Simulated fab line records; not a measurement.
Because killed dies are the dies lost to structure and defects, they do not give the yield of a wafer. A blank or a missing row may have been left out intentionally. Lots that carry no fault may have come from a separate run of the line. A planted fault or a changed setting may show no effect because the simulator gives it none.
fab line records + flow n5-finfet + part 1 of 2: steps 1 to 4 of 6
[record]
- lots = 21
- wafers = 63
- last-day = 17
route steps=1938 shown BEOL_M2@866 BEOL_M3@970
lots with no fault: from the same line, run without faults
start-h: hours from the record's opening day to when the first of the lot's shown wafers began + wait-h: how many hours have passed since the lot's step before this one + " as in the row above + L1.1+2: several wafers, shown together as one row + - either no value or no given start + * or withheld: withheld + < > ~ a bound
route shown NAME@n: a module of which the file shows steps, and the number in the route of the first + usual: mean/standard deviation taken from wafers without a fault + same: alike in all rows + chamber/n: place in a boat + sites: readings site by site + _std_site: their standard deviation + _edge_site: mean of outer sites minus mean of inner sites + radius-mm: for every site, how far away it sits from the centre of the wafer + mask NAME#n: copy n + behind: the last tool/chamber to shape the wafer + hold: why the lot went on hold/how many hours it stayed there/how the hold came to an end + device: whichever transistor did not switch (one of n, p or np) + end of line: the same wafers' tests at the end of the route + for a step that has no rows: nothing shown but its recipe + killed: the dies lost at the first sort to structure and to defects; this is not the yield of the wafer + map: shows each die of a wafer: x if killed, . if not, _ if none is there
set.NAME: the setting that was run; set.NAME@STEP: the one run at that earlier step + model.NAME: the simulator's own value behind a step, which no gauge read
steps of the route over a sample of lots; a table a step, a row a wafer
services: the hour from which a tool's chamber was out of use, counted from the record's first day as start-h (under 0 if before that day), plus the number of hours and why
[[steps]]
[step N5_BEOL_M2_CD_MEAS_18]
[recipe]
- pitch-nm = 36
- target-cd-nm = 18
[usual]
- cd-nm = 17.96/0.28
| lot.wafer | tool      | chamber | start-h | wait-h | cd-nm |
|-----------|-----------|---------|---------|--------|-------|
| L075.1    | cd-sem-03 | -       | 143.65  | 0.0    | 17.42 |
| L075.2    | "         | -       | "       | "      | 17.64 |
| L075.4    | "         | -       | "       | "      | 17.64 |
| L076.1    | cd-sem-02 | -       | 144.67  | 0.0    | 17.90 |
| L076.2    | "         | -       | "       | "      | 17.66 |
| L076.4    | "         | -       | "       | "      | 17.98 |
| L078.1    | cd-sem-02 | -       | 158.10  | 0.0    | 18.09 |
| L078.2    | "         | -       | "       | "      | 17.92 |
| L078.3    | "         | -       | "       | "      | 18.13 |
| L077.1    | cd-sem-03 | -       | 158.53  | 0.0    | 17.83 |
| L077.5    | "         | -       | "       | "      | 17.73 |
| L077.6    | "         | -       | "       | "      | 17.83 |
| L079.1    | cd-sem-02 | -       | 169.57  | 0.0    | 18.39 |
| L079.2    | "         | -       | "       | "      | 18.18 |
| L079.3    | "         | -       | "       | "      | 18.13 |
| L080.2    | cd-sem-03 | -       | 171.52  | 0.1    | 18.23 |
| L080.5    | "         | -       | "       | "      | 17.98 |
| L080.6    | "         | -       | "       | "      | 18.30 |
| L081.1    | cd-sem-01 | -       | 172.86  | 0.0    | 17.88 |
| L081.2    | "         | -       | "       | "      | 18.21 |
| L081.6    | "         | -       | "       | "      | 18.21 |
| L082.2    | cd-sem-03 | -       | 184.80  | 0.1    | 18.53 |
| L082.5    | "         | -       | "       | "      | 17.83 |
| L082.6    | "         | -       | "       | "      | 18.49 |
| L084.1    | cd-sem-01 | -       | 195.26  | 0.0    | 17.97 |
| L084.3    | "         | -       | "       | "      | 17.94 |
| L084.6    | "         | -       | "       | "      | 17.73 |
| L085.3    | cd-sem-02 | -       | 207.83  | 0.1    | 17.97 |
| L085.4    | "         | -       | "       | "      | 17.71 |
| L085.5    | "         | -       | "       | "      | 17.70 |
| L086.2    | cd-sem-03 | -       | 208.59  | 0.1    | 17.99 |
| L086.5    | "         | -       | "       | "      | 17.93 |
| L086.6    | "         | -       | "       | "      | 18.23 |
| L087.3    | cd-sem-01 | -       | 214.16  | 0.1    | 18.38 |
| L087.5    | "         | -       | "       | "      | 18.15 |
| L087.6    | "         | -       | "       | "      | 17.85 |
| L088.1    | cd-sem-02 | -       | 214.79  | 0.0    | 18.29 |
| L088.3    | "         | -       | "       | "      | 17.94 |
| L088.4    | "         | -       | "       | "      | 18.26 |
| L089.1    | cd-sem-03 | -       | 227.28  | 0.0    | 18.03 |
| L089.3    | "         | -       | "       | "      | 17.59 |
| L089.6    | "         | -       | "       | "      | 17.88 |
| L091.1    | cd-sem-01 | -       | 231.23  | 0.0    | 18.18 |
| L091.5    | "         | -       | "       | "      | 18.10 |
| L091.6    | "         | -       | "       | "      | 18.07 |
| L090.1    | cd-sem-01 | -       | 234.71  | 0.0    | 18.17 |
| L090.3    | "         | -       | "       | "      | 18.36 |
| L090.5    | "         | -       | "       | "      | 17.91 |
| L092.1    | cd-sem-01 | -       | 248.72  | 0.1    | 17.93 |
| L092.2    | "         | -       | "       | "      | 17.83 |
| L092.3    | "         | -       | "       | "      | 18.13 |
| L094.2    | cd-sem-01 | -       | 253.75  | 0.1    | 17.81 |
| L094.4    | "         | -       | "       | "      | 18.37 |
| L094.6    | "         | -       | "       | "      | 18.51 |
| L095.1    | cd-sem-03 | -       | 262.44  | 0.0    | 18.24 |
| L095.4    | "         | -       | "       | "      | 17.99 |
| L095.6    | "         | -       | "       | "      | 17.65 |
| L096.2    | cd-sem-03 | -       | 267.80  | 0.1    | 17.50 |
| L096.4    | "         | -       | "       | "      | 18.09 |
| L096.6    | "         | -       | "       | "      | 17.49 |
| L097.3    | cd-sem-01 | -       | 271.31  | 0.1    | 18.08 |
| L097.4    | "         | -       | "       | "      | 17.76 |
| L097.5    | "         | -       | "       | "      | 17.71 |
[step N5_BEOL_M2_CD_MEAS_28]
[recipe]
- target-cd-nm = 26.2
- landing-energy-ev = 500
- detector = se-inlens
- target-cd-y-nm = 24.1
- polarity = opening
[usual]
- cd-nm = 26.16/0.25
| lot.wafer | tool      | chamber | start-h | wait-h | cd-nm |
|-----------|-----------|---------|---------|--------|-------|
| L075.1    | cd-sem-02 | 0       | 144.09  | -      | 25.95 |
| L075.2    | "         | 0       | "       | "      | 26.30 |
| L075.4    | "         | 0       | "       | "      | 26.05 |
| L076.1    | cd-sem-02 | 0       | 145.11  | -      | 25.80 |
| L076.2    | "         | 0       | "       | "      | 25.96 |
| L076.4    | "         | 0       | "       | "      | 26.49 |
| L078.1    | cd-sem-02 | 0       | 158.54  | -      | 26.08 |
| L078.2    | "         | 0       | "       | "      | 26.20 |
| L078.3    | "         | 0       | "       | "      | 25.72 |
| L077.1    | cd-sem-01 | 0       | 158.97  | -      | 26.36 |
| L077.5    | "         | 0       | "       | "      | 26.68 |
| L077.6    | "         | 0       | "       | "      | 26.26 |
| L079.1    | cd-sem-02 | 0       | 169.89  | -      | 26.21 |
| L079.2    | "         | 0       | "       | "      | 26.19 |
| L079.3    | "         | 0       | "       | "      | 26.45 |
| L080.2    | cd-sem-01 | 0       | 171.96  | -      | 26.08 |
| L080.5    | "         | 0       | "       | "      | 26.31 |
| L080.6    | "         | 0       | "       | "      | 26.19 |
| L081.1    | cd-sem-01 | 0       | 173.18  | -      | 26.29 |
| L081.2    | "         | 0       | "       | "      | 25.88 |
| L081.6    | "         | 0       | "       | "      | 26.13 |
| L082.2    | cd-sem-03 | 0       | 185.24  | -      | 26.14 |
| L082.5    | "         | 0       | "       | "      | 26.24 |
| L082.6    | "         | 0       | "       | "      | 26.34 |
| L084.1    | cd-sem-03 | 0       | 195.70  | -      | 26.10 |
| L084.3    | "         | 0       | "       | "      | 26.76 |
| L084.6    | "         | 0       | "       | "      | 25.98 |
| L085.3    | cd-sem-02 | 0       | 208.20  | -      | 26.50 |
| L085.4    | "         | 0       | "       | "      | 26.54 |
| L085.5    | "         | 0       | "       | "      | 26.57 |
| L086.2    | cd-sem-03 | 0       | 208.92  | -      | 26.06 |
| L086.5    | "         | 0       | "       | "      | 26.25 |
| L086.6    | "         | 0       | "       | "      | 26.02 |
| L087.3    | cd-sem-03 | 0       | 214.60  | -      | 26.33 |
| L087.5    | "         | 0       | "       | "      | 26.12 |
| L087.6    | "         | 0       | "       | "      | 26.15 |
| L088.1    | cd-sem-01 | 0       | 215.23  | -      | 26.10 |
| L088.3    | "         | 0       | "       | "      | 26.53 |
| L088.4    | "         | 0       | "       | "      | 26.26 |
| L089.1    | cd-sem-01 | 0       | 227.62  | -      | 25.78 |
| L089.3    | "         | 0       | "       | "      | 26.35 |
| L089.6    | "         | 0       | "       | "      | 25.85 |
| L091.1    | cd-sem-03 | 0       | 231.54  | -      | 25.93 |
| L091.5    | "         | 0       | "       | "      | 26.11 |
| L091.6    | "         | 0       | "       | "      | 25.92 |
| L090.1    | cd-sem-01 | 0       | 235.03  | -      | 26.16 |
| L090.3    | "         | 0       | "       | "      | 26.00 |
| L090.5    | "         | 0       | "       | "      | 26.11 |
| L092.1    | cd-sem-02 | 0       | 249.04  | -      | 25.99 |
| L092.2    | "         | 0       | "       | "      | 26.25 |
| L092.3    | "         | 0       | "       | "      | 26.27 |
| L094.2    | cd-sem-03 | 0       | 254.06  | -      | 25.89 |
| L094.4    | "         | 0       | "       | "      | 26.29 |
| L094.6    | "         | 0       | "       | "      | 26.11 |
| L095.1    | cd-sem-02 | 0       | 262.88  | -      | 26.18 |
| L095.4    | "         | 0       | "       | "      | 26.43 |
| L095.6    | "         | 0       | "       | "      | 26.31 |
| L096.2    | cd-sem-03 | 0       | 268.12  | -      | 26.54 |
| L096.4    | "         | 0       | "       | "      | 26.06 |
| L096.6    | "         | 0       | "       | "      | 26.65 |
| L097.3    | cd-sem-01 | 0       | 271.63  | -      | 25.89 |
| L097.4    | "         | 0       | "       | "      | 26.21 |
| L097.5    | "         | 0       | "       | "      | 25.85 |
[step N5_BEOL_M2_ETCH_70]
[recipe]
- chemistry = N2/H2
- target = SOC
- target-depth-a = 800
- overetch-a = 240
- mask-material = SiARC
- temp-c = 40
- time-s = 130
- ion-energy-ev = 200
- pressure-mtorr = 30
- source-w = 840
- bias-w = 150
- n2-flow-sccm = 200
- h2-flow-sccm = 200
[usual]
- drypump-motor-current-A = 5.7/0.52
- oes-product-au = 0.59/0.071
- rf-vpp-V = 524.2/2.6
- showerhead-plenum-p-Torr = 2.56/0.089
- temp-c = 40.02/0.11
- throttle-valve-pct = 17.81/0.18
| lot.wafer | tool        | chamber | start-h | wait-h | drypump-motor-current-A | oes-product-au | rf-hours-counter-h | rf-vpp-V | showerhead-plenum-p-Torr | temp-c | throttle-valve-pct |
|-----------|-------------|---------|---------|--------|-------------------------|----------------|--------------------|----------|--------------------------|--------|--------------------|
| L075.1    | rie-diel-01 | 3       | 145.96  | 0.0    | 5.8                     | 0.68           | 20                 | 523.6    | 2.61                     | 39.94  | 17.66              |
| L075.2    | "           | 1       | "       | "      | 4.9                     | 0.69           | 9                  | 521.4    | 2.50                     | 40.02  | 17.50              |
| L075.4    | "           | 1       | "       | "      | 4.8                     | 0.70           | -                  | 520.5    | 2.50                     | 40.03  | 17.47              |
| L076.1    | rie-diel-06 | 0       | 145.98  | 0.0    | 5.5                     | 0.57           | 128                | 527.0    | 2.66                     | 40.13  | 17.92              |
| L076.2    | "           | 3       | "       | "      | 6.8                     | 0.55           | 159                | 526.3    | 2.65                     | 39.86  | 17.78              |
| L076.4    | "           | 2       | "       | "      | 5.4                     | 0.51           | 249                | 522.4    | 2.50                     | 39.99  | 18.01              |
| L078.1    | rie-diel-01 | 3       | 160.12  | 0.0    | 5.8                     | 0.67           | 26                 | 526.6    | 2.60                     | 40.13  | 17.65              |
| L078.2    | "           | 0       | "       | "      | 5.4                     | 0.71           | 3                  | 524.9    | 2.62                     | 39.80  | 17.94              |
| L078.3    | "           | 1       | "       | "      | 4.9                     | 0.68           | 16                 | 523.1    | 2.49                     | 39.90  | 17.49              |
| L077.1    | rie-diel-04 | 1       | 160.15  | 0.0    | 5.6                     | 0.52           | 208                | 523.9    | 2.52                     | 40.07  | 17.94              |
| L077.5    | "           | 2       | "       | "      | 6.5                     | 0.72           | -                  | 529.2    | 2.72                     | 40.01  | 17.79              |
| L077.6    | "           | 1       | "       | "      | 5.6                     | 0.52           | -                  | 522.5    | 2.52                     | 40.07  | 17.93              |
| L079.1    | rie-diel-04 | 2       | 171.99  | 0.0    | 6.5                     | 0.71           | 6                  | 527.9    | 2.72                     | 39.88  | 17.78              |
| L079.2    | "           | 1       | "       | "      | 5.6                     | 0.52           | 212                | 523.8    | 2.52                     | 40.04  | 17.93              |
| L079.3    | "           | 0       | "       | "      | 5.6                     | 0.52           | 238                | 524.5    | 2.51                     | 39.78  | 18.27              |
| L080.2    | rie-diel-06 | 3       | 176.04  | 0.0    | 6.8                     | 0.55           | 171                | 526.9    | 2.64                     | 40.11  | 17.80              |
| L080.5    | "           | 3       | "       | "      | 6.8                     | 0.54           | -                  | 525.9    | 2.64                     | 39.95  | 17.80              |
| L080.6    | "           | 2       | "       | "      | 5.4                     | 0.71           | -                  | 523.2    | 2.50                     | 40.02  | 17.57              |
| L081.1    | rie-diel-04 | 1       | 176.78  | 0.0    | 5.6                     | 0.51           | 213                | 525.7    | 2.52                     | 40.09  | 17.93              |
| L081.2    | "           | 3       | "       | "      | 5.6                     | 0.54           | 187                | 519.5    | 2.42                     | 39.83  | 17.60              |
| L081.6    | "           | 1       | "       | "      | 5.6                     | 0.51           | -                  | 523.2    | 2.52                     | 39.91  | 17.93              |
| L082.2    | rie-diel-04 | 0       | 190.83  | 0.0    | 5.6                     | 0.51           | 245                | 522.2    | 2.51                     | 40.07  | 18.27              |
| L082.5    | "           | 2       | "       | "      | 6.5                     | 0.69           | -                  | 527.6    | 2.72                     | 40.05  | 17.79              |
| L082.6    | "           | 0       | "       | "      | 5.6                     | 0.52           | -                  | 522.9    | 2.51                     | 40.02  | 18.27              |
| L084.1    | rie-diel-04 | 0       | 199.90  | 0.0    | 5.6                     | 0.51           | 248                | 521.5    | 2.51                     | 40.14  | 18.26              |
| L084.3    | "           | 1       | "       | "      | 5.6                     | 0.51           | 218                | 523.3    | 2.52                     | 40.01  | 17.93              |
| L084.6    | "           | 0       | "       | "      | 5.6                     | 0.51           | -                  | 522.8    | 2.51                     | 39.98  | 18.29              |
| L085.3    | rie-diel-04 | 3       | 209.61  | 0.0    | 5.6                     | 0.54           | 199                | 520.6    | 2.41                     | 39.83  | 17.65              |
| L085.4    | "           | 1       | "       | "      | 5.6                     | 0.52           | -                  | 523.1    | 2.51                     | 40.12  | 17.96              |
| L085.5    | "           | 2       | "       | "      | 6.5                     | 0.67           | -                  | 529.5    | 2.72                     | 39.81  | 17.81              |
| L086.2    | rie-diel-04 | 2       | 212.42  | 0.0    | 6.5                     | 0.68           | 21                 | 528.7    | 2.71                     | 39.84  | 17.81              |
| L086.5    | "           | 3       | "       | "      | 5.6                     | 0.54           | -                  | 520.5    | 2.41                     | 39.95  | 17.65              |
| L086.6    | "           | 1       | "       | "      | 5.6                     | 0.51           | -                  | 523.1    | 2.51                     | 40.25  | 17.96              |
| L087.3    | rie-diel-01 | 3       | 217.68  | 0.0    | 5.8                     | 0.64           | 46                 | 525.9    | 2.60                     | 39.91  | 17.68              |
| L087.5    | "           | 2       | "       | "      | 5.5                     | 0.53           | -                  | 522.5    | 2.52                     | 40.10  | 17.73              |
| L087.6    | "           | 1       | "       | "      | 4.9                     | 0.65           | -                  | 522.7    | 2.48                     | 40.17  | 17.51              |
| L088.1    | rie-diel-01 | 2       | 218.38  | 0.0    | 5.5                     | 0.53           | 191                | 523.1    | 2.52                     | 40.07  | 17.74              |
| L088.3    | "           | 3       | "       | "      | 5.8                     | 0.65           | 46                 | 525.2    | 2.59                     | 39.99  | 17.67              |
| L088.4    | "           | 1       | "       | "      | 4.8                     | 0.65           | 37                 | 522.5    | 2.48                     | 40.11  | 17.53              |
| L089.1    | rie-diel-01 | 0       | 228.99  | 0.0    | 5.3                     | 0.67           | 27                 | 524.8    | 2.61                     | 40.12  | 18.00              |
| L089.3    | "           | 2       | "       | "      | 5.5                     | 0.53           | 195                | 524.6    | 2.52                     | 40.26  | 17.75              |
| L089.6    | "           | 2       | "       | "      | 5.5                     | 0.52           | -                  | 523.1    | 2.52                     | 40.05  | 17.74              |
| L091.1    | rie-diel-01 | 3       | 235.84  | 0.0    | 5.8                     | 0.64           | 52                 | 524.5    | 2.59                     | 39.80  | 17.69              |
| L091.5    | "           | 0       | "       | "      | 5.4                     | 0.65           | -                  | 524.6    | 2.61                     | 40.18  | 18.02              |
| L091.6    | "           | 3       | "       | "      | 5.8                     | 0.64           | -                  | 527.2    | 2.59                     | 39.97  | 17.68              |
| L090.1    | rie-diel-04 | 3       | 248.25  | 0.0    | 5.6                     | 0.53           | 217                | 519.7    | 2.41                     | 40.03  | 17.68              |
| L090.3    | "           | 0       | "       | "      | 5.6                     | 0.68           | 11                 | 522.0    | 2.50                     | 39.79  | 17.86              |
| L090.5    | "           | 1       | "       | "      | 5.6                     | 0.51           | -                  | 523.6    | 2.51                     | 39.95  | 17.97              |
| L092.1    | rie-diel-06 | 2       | 251.22  | 0.0    | 5.4                     | 0.66           | 30                 | 521.4    | 2.49                     | 39.98  | 17.61              |
| L092.2    | "           | 0       | "       | "      | 5.5                     | 0.54           | 166                | 526.4    | 2.64                     | 40.00  | 17.98              |
| L092.3    | "           | 3       | "       | "      | 6.8                     | 0.54           | 196                | 526.6    | 2.63                     | 40.01  | 17.84              |
| L094.2    | rie-diel-04 | 0       | 256.36  | 0.0    | 5.6                     | 0.68           | 14                 | 521.2    | 2.50                     | 40.01  | 17.86              |
| L094.4    | "           | 2       | "       | "      | 6.6                     | 0.65           | 39                 | 528.4    | 2.71                     | 39.92  | 17.84              |
| L094.6    | "           | 1       | "       | "      | 5.6                     | 0.51           | -                  | 521.8    | 2.51                     | 40.15  | 17.96              |
| L095.1    | rie-diel-06 | 2       | 266.36  | 0.0    | 5.4                     | 0.64           | 37                 | 522.5    | 2.49                     | 40.19  | 17.63              |
| L095.4    | "           | 3       | "       | "      | 6.8                     | 0.53           | -                  | 525.5    | 2.63                     | 40.17  | 17.85              |
| L095.6    | "           | 2       | "       | "      | 5.4                     | 0.65           | -                  | 523.9    | 2.49                     | 40.02  | 17.62              |
| L096.2    | rie-diel-01 | 2       | 269.56  | 0.0    | 5.5                     | 0.52           | 209                | 523.0    | 2.52                     | 39.97  | 17.74              |
| L096.4    | "           | 0       | "       | "      | 5.4                     | 0.64           | 41                 | 524.2    | 2.60                     | 40.16  | 18.01              |
| L096.6    | "           | 2       | "       | "      | 5.5                     | 0.52           | -                  | 522.8    | 2.52                     | 40.24  | 17.76              |
| L097.3    | rie-diel-04 | 1       | 273.35  | 0.0    | 5.6                     | 0.50           | 246                | 522.5    | 2.50                     | 39.91  | 17.96              |
| L097.4    | "           | 1       | "       | "      | 5.6                     | 0.50           | -                  | 523.4    | 2.50                     | 39.79  | 17.97              |
| L097.5    | "           | 3       | "       | "      | 5.6                     | 0.52           | -                  | 519.3    | 2.40                     | 39.89  | 17.70              |
[step N5_BEOL_M3_ETCH_77]
[recipe]
- chemistry = N2/H2
- target = underlayer
- target-depth-a = 65
- mask-material = CAR-EUV
- time-s = 5.2
- ion-energy-ev = 200
- pressure-mtorr = 30
- source-w = 840
- bias-w = 150
- n2-flow-sccm = 200
- h2-flow-sccm = 200
- ends = cleared
[usual]
- drypump-motor-current-A = 5.6/0.45
- etch-rf-on-time-s = 5.18/0.063
- oes-product-au = 0.67/0.077
- rf-vpp-V = 524.0/2.5
- showerhead-plenum-p-Torr = 2.54/0.077
- throttle-valve-pct = 17.82/0.24
| lot.wafer | tool        | chamber | start-h | wait-h | drypump-motor-current-A | etch-rf-on-time-s | oes-product-au | rf-hours-counter-h | rf-vpp-V | showerhead-plenum-p-Torr | throttle-valve-pct |
|-----------|-------------|---------|---------|--------|-------------------------|-------------------|----------------|--------------------|----------|--------------------------|--------------------|
| L076.1    | rie-diel-03 | 0       | 153.95  | 0.0    | 5.5                     | 5.17              | 0.70           | 88                 | 523.7    | 2.57                     | 17.79              |
| L076.2    | "           | 3       | "       | "      | 5.4                     | 5.24              | 0.60           | 186                | 522.6    | 2.52                     | 17.81              |
| L076.4    | "           | 3       | "       | "      | 5.3                     | 5.19              | 0.61           | -                  | 522.9    | 2.52                     | 17.81              |
| L075.1    | rie-diel-02 | 2       | 155.20  | 0.0    | 5.2                     | 5.11              | 0.66           | 155                | 522.6    | 2.54                     | 18.02              |
| L075.2    | "           | 1       | "       | "      | 5.4                     | 5.12              | 0.75           | 27                 | 526.1    | 2.59                     | 17.59              |
| L075.4    | "           | 0       | "       | "      | 5.9                     | 5.10              | 0.80           | 22                 | 527.0    | 2.70                     | 17.22              |
| L077.1    | rie-diel-03 | 0       | 166.56  | 0.0    | 5.6                     | 5.19              | 0.70           | 92                 | 524.0    | 2.57                     | 17.79              |
| L077.5    | "           | 3       | "       | "      | 5.4                     | 5.18              | 0.60           | -                  | 521.3    | 2.52                     | 17.81              |
| L077.6    | "           | 2       | "       | "      | 4.8                     | 5.09              | 0.83           | -                  | 526.0    | 2.61                     | 17.68              |
| L078.1    | rie-diel-05 | 0       | 166.94  | 0.0    | 6.4                     | 5.18              | 0.59           | 229                | 523.9    | 2.51                     | 18.18              |
| L078.2    | "           | 3       | "       | "      | 5.5                     | 5.16              | 0.64           | 161                | 518.7    | 2.44                     | 17.98              |
| L078.3    | "           | 2       | "       | "      | 6.4                     | 5.25              | 0.59           | 213                | 521.8    | 2.41                     | 18.20              |
| L079.1    | rie-diel-02 | 1       | 178.58  | 0.0    | 5.4                     | 5.18              | 0.74           | 34                 | 525.6    | 2.59                     | 17.62              |
| L079.2    | "           | 2       | "       | "      | 5.2                     | 5.15              | 0.66           | 161                | 525.6    | 2.54                     | 18.03              |
| L079.3    | "           | 3       | "       | "      | 5.7                     | 5.17              | 0.64           | 173                | 527.3    | 2.63                     | 17.75              |
| L080.2    | rie-diel-02 | 1       | 184.30  | 0.0    | 5.4                     | 5.17              | 0.74           | 36                 | 524.4    | 2.59                     | 17.57              |
| L080.5    | "           | 2       | "       | "      | 5.2                     | 5.19              | 0.65           | -                  | 524.6    | 2.54                     | 18.05              |
| L080.6    | "           | 3       | "       | "      | 5.8                     | 5.24              | 0.63           | -                  | 526.0    | 2.63                     | 17.73              |
| L081.1    | rie-diel-03 | 0       | 184.62  | 0.0    | 5.6                     | 5.17              | 0.70           | 98                 | 526.1    | 2.57                     | 17.81              |
| L081.2    | "           | 2       | "       | "      | 4.8                     | 5.17              | 0.82           | 8                  | 526.3    | 2.60                     | 17.70              |
| L081.6    | "           | 2       | "       | "      | 4.8                     | 5.14              | 0.81           | -                  | 525.9    | 2.60                     | 17.71              |
| L082.2    | rie-diel-02 | 3       | 197.12  | 0.0    | 5.8                     | 5.27              | 0.63           | 178                | 527.3    | 2.63                     | 17.73              |
| L082.5    | "           | 0       | "       | "      | 5.9                     | 5.25              | 0.76           | -                  | 526.1    | 2.69                     | 17.19              |
| L082.6    | "           | 1       | "       | "      | 5.4                     | 5.15              | 0.74           | -                  | 525.3    | 2.59                     | 17.61              |
| L084.1    | rie-diel-05 | 1       | 208.91  | 0.0    | 5.0                     | 5.26              | 0.60           | 214                | 526.3    | 2.62                     | 17.79              |
| L084.3    | "           | 0       | "       | "      | 6.5                     | 5.16              | 0.59           | 241                | 522.2    | 2.50                     | 18.21              |
| L084.6    | "           | 0       | "       | "      | 6.4                     | 5.13              | 0.58           | -                  | 523.0    | 2.50                     | 18.23              |
| L085.3    | rie-diel-03 | 0       | 217.49  | 0.0    | 5.5                     | 5.17              | 0.68           | 107                | 526.3    | 2.56                     | 17.84              |
| L085.4    | "           | 3       | "       | "      | 5.4                     | 5.20              | 0.59           | 206                | 524.2    | 2.51                     | 17.84              |
| L085.5    | "           | 0       | "       | "      | 5.5                     | 5.15              | 0.68           | -                  | 522.7    | 2.56                     | 17.82              |
| L086.2    | rie-diel-02 | 1       | 220.05  | 0.0    | 5.4                     | 5.20              | 0.72           | 47                 | 523.9    | 2.58                     | 17.60              |
| L086.5    | "           | 2       | "       | "      | 5.2                     | 5.20              | 0.64           | -                  | 522.1    | 2.54                     | 18.05              |
| L086.6    | "           | 3       | "       | "      | 5.8                     | 5.28              | 0.62           | -                  | 525.8    | 2.63                     | 17.74              |
| L087.3    | rie-diel-03 | 1       | 224.59  | 0.0    | 5.4                     | 5.12              | 0.68           | 118                | 524.1    | 2.55                     | 17.65              |
| L087.5    | "           | 1       | "       | "      | 5.4                     | 5.10              | 0.68           | -                  | 524.5    | 2.55                     | 17.62              |
| L087.6    | "           | 2       | "       | "      | 4.9                     | 5.13              | 0.79           | -                  | 526.2    | 2.60                     | 17.70              |
| L088.1    | rie-diel-05 | 1       | 226.06  | 0.0    | 5.0                     | 5.35              | 0.60           | 221                | 527.6    | 2.62                     | 17.86              |
| L088.3    | "           | 3       | "       | "      | 5.5                     | 5.20              | 0.63           | 178                | 518.0    | 2.43                     | 18.01              |
| L088.4    | "           | 0       | "       | "      | 6.5                     | 5.22              | 0.57           | 245                | 521.6    | 2.50                     | 18.23              |
| L089.1    | rie-diel-02 | 2       | 235.58  | 0.0    | 5.2                     | 5.18              | 0.64           | 179                | 524.1    | 2.53                     | 18.06              |
| L089.3    | "           | 0       | "       | "      | 5.9                     | 5.19              | 0.76           | 47                 | 529.4    | 2.69                     | 17.25              |
| L089.6    | "           | 1       | "       | "      | 5.4                     | 5.21              | 0.71           | -                  | 527.0    | 2.58                     | 17.63              |
| L091.1    | rie-diel-02 | 0       | 242.39  | 0.0    | 5.9                     | 5.17              | 0.75           | 50                 | 528.0    | 2.68                     | 17.21              |
| L091.5    | "           | 3       | "       | "      | 5.8                     | 5.18              | 0.63           | -                  | 526.0    | 2.62                     | 17.79              |
| L091.6    | "           | 2       | "       | "      | 5.1                     | 5.13              | 0.64           | -                  | 524.0    | 2.53                     | 18.06              |
| L090.1    | rie-diel-05 | 3       | 255.39  | 0.0    | 5.5                     | 5.13              | 0.63           | 190                | 521.1    | 2.43                     | 18.02              |
| L090.3    | "           | 1       | "       | "      | 5.0                     | 5.30              | 0.58           | 234                | 526.7    | 2.61                     | 17.82              |
| L090.5    | "           | 1       | "       | "      | 5.0                     | 5.28              | 0.60           | -                  | 528.8    | 2.61                     | 17.85              |
| L092.1    | rie-diel-03 | 3       | 259.18  | 0.0    | 5.4                     | 5.21              | 0.58           | 222                | 523.0    | 2.51                     | 17.87              |
| L092.2    | "           | 1       | "       | "      | 5.4                     | 5.10              | 0.67           | 130                | 523.3    | 2.54                     | 17.66              |
| L092.3    | "           | 0       | "       | "      | 5.5                     | 5.12              | 0.67           | 123                | 524.8    | 2.56                     | 17.85              |
| L094.2    | rie-diel-05 | 2       | 266.04  | 0.0    | 6.3                     | 5.21              | 0.57           | 248                | 519.4    | 2.40                     | 18.23              |
| L094.4    | "           | 0       | "       | "      | 6.5                     | 5.08              | 0.84           | 3                  | 524.0    | 2.50                     | 17.77              |
| L094.6    | "           | 3       | "       | "      | 5.5                     | 5.16              | 0.63           | -                  | 521.9    | 2.43                     | 18.05              |
| L095.1    | rie-diel-05 | 0       | 274.56  | 0.0    | 6.4                     | 5.08              | 0.84           | 8                  | 522.0    | 2.50                     | 17.82              |
| L095.4    | "           | 0       | "       | "      | 6.4                     | 5.10              | 0.83           | -                  | 524.1    | 2.50                     | 17.81              |
| L095.6    | "           | 3       | "       | "      | 5.5                     | 5.21              | 0.62           | -                  | 521.4    | 2.42                     | 18.04              |
| L096.2    | rie-diel-03 | 2       | 275.92  | 0.0    | 4.8                     | 5.10              | 0.77           | 34                 | 524.2    | 2.59                     | 17.74              |
| L096.4    | "           | 1       | "       | "      | 5.4                     | 5.15              | 0.67           | 136                | 523.4    | 2.54                     | 17.68              |
| L096.6    | "           | 2       | "       | "      | 4.8                     | 5.14              | 0.76           | -                  | 524.6    | 2.59                     | 17.73              |
| L097.3    | rie-diel-05 | 3       | 281.30  | 0.0    | 5.5                     | 5.11              | 0.62           | -                  | 520.7    | 2.42                     | 18.07              |
| L097.4    | "           | 0       | "       | "      | 6.5                     | 5.09              | 0.82           | -                  | 522.8    | 2.49                     | 17.83              |
| L097.5    | "           | 0       | "       | "      | 6.5                     | 5.10              | 0.82           | -                  | 523.9    | 2.49                     | 17.81              |
